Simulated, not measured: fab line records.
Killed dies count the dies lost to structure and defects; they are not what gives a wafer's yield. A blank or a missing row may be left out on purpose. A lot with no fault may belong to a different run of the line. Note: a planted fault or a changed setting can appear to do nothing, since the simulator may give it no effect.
fab line records ; flow nand-harc
record lots=7; wafers=21; last-day=33
route steps=1302 shown P_GATE@170 END@1302
lots that met no fault: taken from a fault-free run of the same line
start-h: start of the lot's first displayed wafer, in hours after the record's first day ; wait-h: how many hours have passed since the lot's step before this one ; " the same as in the row above ; L1.1+2: several wafers, shown together as one row ; - either no value or no given start ; * or withheld: withheld ; < > ~ a bound
route shown NAME@n: a module of which the file shows steps, and the number in the route of the first ; usual: mean/standard deviation taken from wafers without a fault ; same: alike in all rows ; chamber/n: place in a boat ; sites: per-site readings ; _std_site: standard deviation across them ; _edge_site: outer sites' mean less inner sites' ; radius-mm: how far each site lies from the wafer's centre ; mask NAME#n: copy n ; behind: the most recent tool/chamber to have shaped the wafer ; hold: cause of the lot's hold/its duration in hours/its outcome ; device: whichever transistor did not switch (one of n, p or np) ; end of line: tests of these same wafers at the route's end ; for a step that has no rows: nothing shown but its recipe ; killed: at the first sort, the dies lost to defects and structure; wafer yield is something else ; map: a wafer's dies, x killed, . not, _ none there
set.NAME: the setting the step ran with; set.NAME@STEP: the setting that earlier step ran with ; model.NAME: the simulator's own value behind a step, which no gauge read
lots at selected steps of the route; one table per step, one row per wafer
services: the hour from which a tool's chamber was out of use, counted from the record's first day as start-h (under 0 if before that day), plus the number of hours and why
## steps
# step NHARC_P_GATE_CD_MEAS_46
# recipe target-cd-nm=720; landing-energy-ev=500
# usual cd-nm=720.5/1.9
lot.wafer;tool;chamber;start-h;wait-h;cd-nm
L720.1;cd-sem-03;0;120.85;-;721.8
L720.2;cd-sem-03;0;120.85;-;724.1
L720.5;cd-sem-03;0;120.85;-;722.1
L724.1;cd-sem-03;0;157.08;-;718.2
L724.4;cd-sem-03;0;157.08;-;716.7
L724.5;cd-sem-03;0;157.08;-;720.0
L725.3;cd-sem-02;0;169.26;-;724.1
L725.5;cd-sem-02;0;169.26;-;720.2
L725.6;cd-sem-02;0;169.26;-;721.2
L736.2;cd-sem-01;0;279.08;-;717.3
L736.4;cd-sem-01;0;279.08;-;721.2
L736.6;cd-sem-01;0;279.08;-;720.3
L738.1;cd-sem-03;0;304.96;-;723.9
L738.2;cd-sem-03;0;304.96;-;722.9
L738.6;cd-sem-03;0;304.96;-;720.4
L740.1;cd-sem-01;0;326.33;-;722.9
L740.2;cd-sem-01;0;326.33;-;721.2
L740.3;cd-sem-01;0;326.33;-;720.2
L742.1;cd-sem-03;0;338.33;-;721.7
L742.2;cd-sem-03;0;338.33;-;721.0
L742.6;cd-sem-03;0;338.33;-;720.9
# step NHARC_P_GATE_HARDBAKE_47
# recipe temp-c=125; time-s=80
# step NHARC_P_GATE_DESCUM_48
# recipe time-s=3; o2-flow-sccm=200; ar-flow-sccm=0; bias-power-w=0; chemistry=O2
# usual drypump-motor-current-A=5.8/0.37; mfc-ar-sccm=0.003/0.0083; oes-product-au=1.001/0.01; rf-vpp-V=57.7/0.88; showerhead-plenum-p-Torr=1.88/0.072; throttle-valve-pct=11.312/0.0095
lot.wafer;tool;chamber;start-h;wait-h;drypump-motor-current-A;mfc-ar-sccm;oes-product-au;rf-hours-counter-h;rf-vpp-V;showerhead-plenum-p-Torr;throttle-valve-pct
L720.1;rie-diel-02;3;121.03;-;5.9;0;1.011;4;58.2;1.84;11.301
L720.2;rie-diel-02;0;121.03;-;5.6;0.001;0.978;3;56.5;1.85;11.328
L720.5;rie-diel-02;1;121.03;-;6.0;0;0.998;-;58.4;1.80;11.315
L724.4;rie-diel-07;1;157.26;-;5.6;0;0.983;2;58.1;1.84;11.308
L724.1;rie-diel-07;2;157.26;-;6.0;0.031;1.008;1;59.0;1.97;11.312
L724.5;rie-diel-07;3;157.26;-;6.4;0;1.013;-;57.8;1.83;11.314
L725.3;rie-diel-02;2;169.42;-;6.1;0;0.986;7;57.7;1.81;11.303
L725.6;rie-diel-02;1;169.42;-;6.0;0;0.998;-;56.9;1.80;11.311
L725.5;rie-diel-02;2;169.42;-;6.1;0;0.986;-;58.2;1.81;11.309
L736.2;rie-diel-02;3;279.25;-;6.0;0;1.007;3;57.5;1.84;11.310
L736.4;rie-diel-02;0;279.25;-;5.6;0.001;0.996;2;58.3;1.85;11.311
L736.6;rie-diel-02;2;279.25;-;6.1;0;1.005;-;57.8;1.81;11.311
L738.2;rie-diel-07;0;305.14;-;5.1;0;1.005;0;59.7;2.05;11.317
L738.1;rie-diel-07;1;305.14;-;5.6;0;1.001;0;60.0;1.84;11.329
L738.6;rie-diel-07;0;305.14;-;5.1;0;1.003;-;57.1;2.05;11.309
L740.1;rie-diel-02;1;326.49;-;6.0;0;1.005;5;57.1;1.80;11.313
L740.2;rie-diel-02;2;326.49;-;6.1;0;1.006;6;57.8;1.81;11.305
L740.3;rie-diel-02;0;326.49;-;5.6;0.001;0.997;4;56.6;1.85;11.306
L742.1;rie-diel-07;3;338.49;-;6.4;0;1.011;2;57.9;1.83;11.312
L742.2;rie-diel-07;0;338.49;-;5.1;0;0.993;2;59.3;2.05;11.323
L742.6;rie-diel-07;0;338.49;-;5.1;0;0.997;-;57.9;2.05;11.298
# step NHARC_P_GATE_IMPLANT_49
# recipe energy-kev=30; dose-cm2=3e+15; tilt-deg=7
# step NHARC_P_GATE_STRIP_111
# recipe power-w=1500; temp-c=110; time-s=250; chemistry=N2/H2
# usual drypump-motor-current-A=5.8/0.43; heater-power-w=93/16
lot.wafer;tool;chamber;start-h;wait-h;drypump-motor-current-A;heater-power-w;rf-hours-counter-h
L720.1;plasma-asher-02;0;121.38;0.2;5.5;71;1
L720.2;plasma-asher-02;1;121.38;0.2;5.4;84;1
L720.5;plasma-asher-02;0;121.38;0.2;5.4;73;-
L724.1;plasma-asher-02;0;157.61;0.2;5.5;71;8
L724.4;plasma-asher-02;0;157.61;0.2;5.4;75;-
L724.5;plasma-asher-02;0;157.61;0.2;5.5;71;-
L725.3;plasma-asher-02;1;169.93;0.3;5.4;85;-
L725.5;plasma-asher-02;0;169.93;0.3;5.4;73;-
L725.6;plasma-asher-02;1;169.93;0.3;5.4;86;-
L736.2;plasma-asher-01;0;279.66;0.2;6.4;94;20
L736.4;plasma-asher-01;1;279.66;0.2;5.9;115;-
L736.6;plasma-asher-01;0;279.66;0.2;6.4;93;-
L738.2;plasma-asher-01;0;305.50;0.2;6.4;93;27
L738.1;plasma-asher-01;1;305.50;0.2;5.9;114;27
L738.6;plasma-asher-01;1;305.50;0.2;5.9;112;-
L740.2;plasma-asher-02;0;327.22;0.2;5.4;69;6
L740.1;plasma-asher-02;1;327.22;0.2;5.4;88;6
L740.3;plasma-asher-02;0;327.22;0.2;5.4;71;-
L742.1;plasma-asher-02;1;341.48;0.2;5.4;87;7
L742.2;plasma-asher-02;0;341.48;0.2;5.4;69;7
L742.6;plasma-asher-02;0;341.48;0.2;5.4;69;-
# step NHARC_P_GATE_STRIP_75
# recipe power-w=1500; temp-c=250; chemistry=O2
# usual drypump-motor-current-A=5.9/0.43; heater-power-w=350/58
lot.wafer;tool;chamber;start-h;wait-h;drypump-motor-current-A;heater-power-w;rf-hours-counter-h
L720.1;plasma-asher-02;0;121.69;0.3;5.5;269;1
L720.2;plasma-asher-02;1;121.69;0.3;5.4;309;1
L720.5;plasma-asher-02;0;121.69;0.3;5.4;267;-
L724.1;plasma-asher-02;0;157.91;0.3;5.4;271;9
L724.4;plasma-asher-02;0;157.91;0.3;5.4;274;-
L724.5;plasma-asher-02;0;157.91;0.3;5.4;271;-
L725.3;plasma-asher-02;1;170.11;0.1;5.4;326;-
L725.5;plasma-asher-02;0;170.11;0.1;5.4;272;-
L725.6;plasma-asher-02;1;170.11;0.1;5.4;324;-
L736.2;plasma-asher-01;0;279.92;0.2;6.4;353;20
L736.4;plasma-asher-01;1;279.92;0.2;5.9;437;-
L736.6;plasma-asher-01;0;279.92;0.2;6.4;347;-
L738.2;plasma-asher-01;0;305.79;0.2;6.4;356;28
L738.1;plasma-asher-01;1;305.79;0.2;5.9;426;28
L738.6;plasma-asher-01;1;305.79;0.2;5.9;417;-
L740.2;plasma-asher-02;0;327.52;0.2;5.5;261;6
L740.1;plasma-asher-02;1;327.52;0.2;5.4;326;6
L740.3;plasma-asher-02;0;327.52;0.2;5.4;262;-
L742.1;plasma-asher-02;1;341.78;0.2;5.4;323;8
L742.2;plasma-asher-02;0;341.78;0.2;5.4;263;8
L742.6;plasma-asher-02;0;341.78;0.2;5.4;265;-
# step NHARC_P_GATE_STRIP_50
# recipe time-s=900; temp-c=130; chemistry=SPM
# step NHARC_P_GATE_DEHYDRATE_51
# recipe temp-c=150; time-s=120
# step NHARC_P_GATE_HMDS_52
# recipe time-s=30
# step NHARC_P_GATE_COAT_53
# recipe spin-rpm=3000
# step NHARC_P_GATE_SOFTBAKE_54
# recipe temp-c=122; time-s=95
# step NHARC_P_GATE_EBR_55
# step NHARC_P_GATE_EXPOSE_56
# recipe na=0.6; target-cd-nm=720; dose-mj=14.81; mask-id=P_PSD
# usual exposure-dose-mJ-cm2=14.811/0.014
lot.wafer;tool;chamber;start-h;wait-h;mask;exposure-dose-mJ-cm2
L720.1;krf-scanner-04;0;122.45;-;P_PSD#0;14.811
L720.2;krf-scanner-04;0;122.45;-;P_PSD#0;14.772
L720.5;krf-scanner-04;0;122.45;-;P_PSD#0;14.812
L724.1;krf-scanner-03;0;158.68;-;P_PSD#0;14.805
L724.4;krf-scanner-03;0;158.68;-;P_PSD#0;14.826
L724.5;krf-scanner-03;0;158.68;-;P_PSD#0;14.790
L725.3;krf-scanner-04;0;170.86;-;P_PSD#0;14.827
L725.5;krf-scanner-04;0;170.86;-;P_PSD#0;14.799
L725.6;krf-scanner-04;0;170.86;-;P_PSD#0;14.801
L736.2;krf-scanner-03;0;280.56;-;P_PSD#0;13.476
L736.4;krf-scanner-03;0;280.56;-;P_PSD#0;13.480
L736.6;krf-scanner-03;0;280.56;-;P_PSD#0;13.458
L738.1;krf-scanner-03;0;306.56;-;P_PSD#0;13.456
L738.2;krf-scanner-03;0;306.56;-;P_PSD#0;13.458
L738.6;krf-scanner-03;0;306.56;-;P_PSD#0;13.448
L740.1;krf-scanner-03;0;328.28;-;P_PSD#0;13.430
L740.2;krf-scanner-03;0;328.28;-;P_PSD#0;13.415
L740.3;krf-scanner-03;0;328.28;-;P_PSD#0;13.430
L742.1;krf-scanner-04;0;342.54;-;P_PSD#0;14.825
L742.2;krf-scanner-04;0;342.54;-;P_PSD#0;14.815
L742.6;krf-scanner-04;0;342.54;-;P_PSD#0;14.823
# step NHARC_P_GATE_PEB_57
# recipe peb-temp-c=118; peb-time-s=85
# step NHARC_P_GATE_DEVELOP_58
# recipe time-s=70
# step NHARC_P_GATE_CD_MEAS_59
# recipe target-cd-nm=720; landing-energy-ev=500
# usual cd-nm=718.7/1.6
lot.wafer;tool;chamber;start-h;wait-h;hold;cd-nm
L720.1;cd-sem-01;0;122.61;-;-;718.3
L720.2;cd-sem-01;0;122.61;-;-;718.4
L720.5;cd-sem-01;0;122.61;-;-;719.9
L724.1;cd-sem-02;0;158.83;-;-;718.0
L724.4;cd-sem-02;0;158.83;-;-;718.3
L724.5;cd-sem-02;0;158.83;-;-;719.0
L725.3;cd-sem-01;0;171.01;-;-;718.8
L725.5;cd-sem-01;0;171.01;-;-;721.0
L725.6;cd-sem-01;0;171.01;-;-;717.5
L736.2;cd-sem-01;0;280.72;-;await-dispo/0.2h/release;702.4
L736.4;cd-sem-01;0;280.72;-;await-dispo/0.2h/release;702.6
L736.6;cd-sem-01;0;280.72;-;await-dispo/0.2h/release;702.1
L736.2;cd-sem-01;0;-;-;-;702.7
L736.4;cd-sem-01;0;-;-;-;702.4
L736.6;cd-sem-01;0;-;-;-;701.8
L738.1;cd-sem-03;0;306.72;-;await-dispo/0.2h/release;702.9
L738.2;cd-sem-03;0;306.72;-;await-dispo/0.2h/release;703.1
L738.6;cd-sem-03;0;306.72;-;await-dispo/0.2h/release;704.1
L738.1;cd-sem-03;0;-;-;-;703.3
L738.2;cd-sem-03;0;-;-;-;703.2
L738.6;cd-sem-03;0;-;-;-;704.4
L740.1;cd-sem-02;0;328.44;-;await-dispo/0.2h/release;702.6
L740.2;cd-sem-02;0;328.44;-;await-dispo/0.2h/release;701.4
L740.3;cd-sem-02;0;328.44;-;await-dispo/0.2h/release;700.8
L740.1;cd-sem-02;0;-;-;-;702.5
L740.2;cd-sem-02;0;-;-;-;701.4
L740.3;cd-sem-02;0;-;-;-;700.8
L742.1;cd-sem-02;0;342.70;-;-;719.0
L742.2;cd-sem-02;0;342.70;-;-;718.0
L742.6;cd-sem-02;0;342.70;-;-;720.0
# step NHARC_END_SORT_01
# recipe temp-c=25
# usual killed-at-array=52/18; killed-at-other=1.2/1.5; killed-at-periphery=4/3.2; killed-dies=57/17; killed-open=3.1/1.9; killed-short=2.5/1.7
# same gross-dies=677
lot.wafer;tool;chamber;start-h;wait-h;killed-at-array;killed-at-other;killed-at-periphery;killed-dies;killed-open;killed-short
L720.1;prober-02;0;578.64;2.5;40;0;4;44;3;2
L720.2;prober-02;0;579.44;2.8;47;0;5;52;4;7
L720.5;prober-02;0;581.82;3.7;34;0;0;34;5;3
L724.1;prober-01;0;595.93;2.5;42;0;3;45;3;2
L724.4;prober-01;0;598.36;3.4;60;0;4;64;3;1
L724.5;prober-01;0;599.17;3.7;54;0;5;59;1;0
L736.2;prober-01;0;764.98;2.8;57;1;1;59;2;4
L736.4;prober-01;0;766.57;3.4;34;0;3;37;4;1
L736.6;prober-01;0;768.16;4.0;35;0;2;37;1;1
# killed by level:class
L720.1 A_SLIT:chamber-film-flake=24 A_CHANNEL_HOLE_D2:chamber-film-flake=6 A_WL_FILL:chamber-film-flake=4 P_GATE:chamber-film-flake=3 P_GATE:geometric-particle:open=1 A_ONON_D1:geometric-particle:short=1 A_CHANNEL_FILL_D1:geometric-particle:short=1 A_ONON_D2:geometric-particle:open=1
L720.2 A_SLIT:chamber-film-flake=24 A_CHANNEL_HOLE_D2:chamber-film-flake=6 A_WL_FILL:geometric-particle:short=3 P_GATE:chamber-film-flake=3 A_CHANNEL_FILL_D2:chamber-film-flake=3 A_DECK1_JOINT:geometric-particle:short=1 A_DECK1_JOINT:geometric-particle:open=1 A_ONON_D2:geometric-particle:open=1
L720.5 A_SLIT:chamber-film-flake=13 A_CHANNEL_HOLE_D2:chamber-film-flake=5 A_CONTACT:chamber-film-flake=4 A_WL_FILL:chamber-film-flake=3 A_ONON_D2:geometric-particle:open=2 A_ONON_D1:geometric-particle:open=1 A_ONON_D2:geometric-particle:short=1 A_SGD_CUT:geometric-particle:short=1
L724.1 A_CHANNEL_HOLE_D1:chamber-film-flake=14 A_CHANNEL_HOLE_D2:chamber-film-flake=12 A_CONTACT:chamber-film-flake=5 A_STAIRCASE:chamber-film-flake=4 A_BLC:geometric-particle:open=2 A_ONON_D2:geometric-particle:short=1 A_ONON_D2:geometric-particle:open=1 A_CHANNEL_FILL_D2:geometric-particle:short=1
L724.4 A_CHANNEL_HOLE_D1:chamber-film-flake=27 A_CHANNEL_HOLE_D2:chamber-film-flake=17 A_WL_FILL:chamber-film-flake=3 A_CONTACT:chamber-film-flake=3 P_GATE:chamber-film-flake=2 A_CHANNEL_FILL_D2:chamber-film-flake=2 A_STAIRCASE:chamber-film-flake=2 A_BLC:chamber-film-flake=2
L724.5 A_CHANNEL_HOLE_D1:chamber-film-flake=26 A_CHANNEL_HOLE_D2:chamber-film-flake=20 P_ZERO_WELL:chamber-film-flake=4 A_DECK1_JOINT:geometric-particle:open=1 P_CONTACT:chamber-film-flake=1 A_ZERO_WELL:chamber-film-flake=1 A_CHANNEL_FILL_D1:chamber-film-flake=1 A_DECK1_JOINT:chamber-film-flake=1
L736.2 A_CHANNEL_HOLE_D1:chamber-film-flake=40 A_SLIT:chamber-film-flake=4 A_STAIRCASE:chamber-film-flake=3 A_CHANNEL_FILL_D1:chamber-film-flake=2 A_CHANNEL_FILL_D1:geometric-particle:short=1 A_ONON_D2:geometric-particle:short=1 A_CHANNEL_FILL_D2:geometric-particle:short=1 A_SLIT:geometric-particle:open=1
L736.4 A_CHANNEL_HOLE_D1:chamber-film-flake=16 A_STAIRCASE:chamber-film-flake=5 A_SLIT:chamber-film-flake=3 A_BLC:chamber-film-flake=3 A_CONTACT:chamber-film-flake=2 P_CONTACT:geometric-particle:short=1 P_M0:geometric-particle:open=1 A_DECK1_JOINT:geometric-particle:open=1
L736.6 A_CHANNEL_HOLE_D1:chamber-film-flake=18 A_STAIRCASE:chamber-film-flake=5 A_SLIT:chamber-film-flake=5 A_CHANNEL_FILL_D1:chamber-film-flake=3 P_M0:geometric-particle:open=1 A_SLIT:geometric-particle:short=1 P_GATE:chamber-film-flake=1 A_DECK1_JOINT:chamber-film-flake=1
## services
tool;chamber;start-h;hours;kind
plasma-asher-02;-;107.71;9.0;pm
plasma-asher-02;0;107.71;9.0;vent-cycle
plasma-asher-02;1;107.71;9.0;vent-cycle
plasma-asher-02;0;116.71;-;clean
plasma-asher-02;1;116.71;-;clean
rie-diel-07;-;117.20;9.0;pm
krf-scanner-03;-;136.21;1.5;repair
krf-scanner-04;-;158.97;0.7;repair
plasma-asher-01;-;165.69;9.0;pm
krf-scanner-04;-;177.57;0.6;repair
krf-scanner-04;-;182.00;4.0;pm
rie-diel-02;1;199.48;5.8;repair
rie-diel-02;-;216.70;9.0;pm
krf-scanner-03;-;224.00;4.0;pm
rie-diel-07;0;225.93;9.2;repair
rie-diel-02;1;236.01;5.9;repair
krf-scanner-04;-;243.14;1.5;repair
rie-diel-02;0;246.96;6.5;repair
plasma-asher-02;-;284.71;9.0;pm
plasma-asher-02;0;284.71;9.0;vent-cycle
plasma-asher-02;1;284.71;9.0;vent-cycle
plasma-asher-02;0;293.71;-;clean
rie-diel-07;-;294.20;9.0;pm
krf-scanner-04;-;327.36;2.3;repair
## key
first-sign step=NHARC_P_GATE_EXPOSE_56; reading=exposure-dose-mJ-cm2; direction=down; sigmas=95; usual=14.811; struck=13.450
effect step=NHARC_P_GATE_CD_MEAS_59; reading=visit; direction=added
effect step=NHARC_P_GATE_CD_MEAS_59; reading=cd-nm; direction=down; sigmas=9.9; usual=718.7; struck=702.4
met-at NHARC_P_GATE_EXPOSE_56
struck-wafers L736.2,L736.4,L736.6,L738.1,L738.2,L738.6,L740.1,L740.2,L740.3
tester-left-out L736,L738,L740
onset-between 158.68 280.56
fault kind=process-parameter-drift; tool=krf-scanner-03; chamber=-; onset-h=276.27; steps=NHARC_P_GATE_EXPOSE_56; channel=dose-mj; offset=-1.361; shape=step; acts-in=these-recipes-only; stated=14.81
# tester-left-out: of these lots the tester's yield and bins aren't shown, on N5 and GAA mostly nor the transistor test; their killed dies are dies lost to structure and defects alone, not to doping, threshold or leakage, so they don't give the yield
